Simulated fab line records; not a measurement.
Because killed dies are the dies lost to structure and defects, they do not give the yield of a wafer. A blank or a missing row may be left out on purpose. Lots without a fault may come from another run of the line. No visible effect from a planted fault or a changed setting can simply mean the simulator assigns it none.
Chamber matching -- flow n5_finfet -- 4 sister chambers for N5_SD_EPI_N_SD_RECESS_17 on rie_si-02
The step chemistry HBr/Cl2/O2, target depth 41 nm, time 23.7 s, bt time 3 s. 4 wafers are shown with their chamber, then 7 later ones without.

## WAFERS WITH THEIR CHAMBER
wafer,chamber,throttle_valve_pct (%)
L486.2,1,36.4
L488.4,2,36.9
L490.5,0,37.3
L490.6,3,36.8

## WAFERS WITH NO CHAMBER GIVEN
wafer,throttle_valve_pct (%)
L496.1,37.2
L496.6,37.2
L497.1,36.4
L497.2,37.3
L497.4,36.8
L498.3,37.3
L498.4,36.8

## EACH ONE'S CHAMBER
wafer,from the rows above,in truth
L496.1,0,0
L496.6,0,0
L497.1,1,1
L497.2,0,0
L497.4,can't be placed: 3 or 2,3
L498.3,0,0
L498.4,can't be placed: 3 or 2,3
Correctly placed: 5 of 7. These rows do not allow placing 2 (true chamber among the candidates in 2). Number placed wrongly: 0.
How it was worked out, from the rows above alone: a wafer's distance from a chamber is the root of the sum, over the readings, of the square of ((its reading less the chamber's mean) divided by the reading's scatter). If the next closest chamber is less than 2 further off than the closest, the wafer can't be placed; otherwise it belongs to the closest. The mean given for a chamber averages the wafers shown for that chamber. The scatter: with one shown wafer a chamber, the root of the mean of the squares of how far each hidden wafer lies from its nearest shown one.
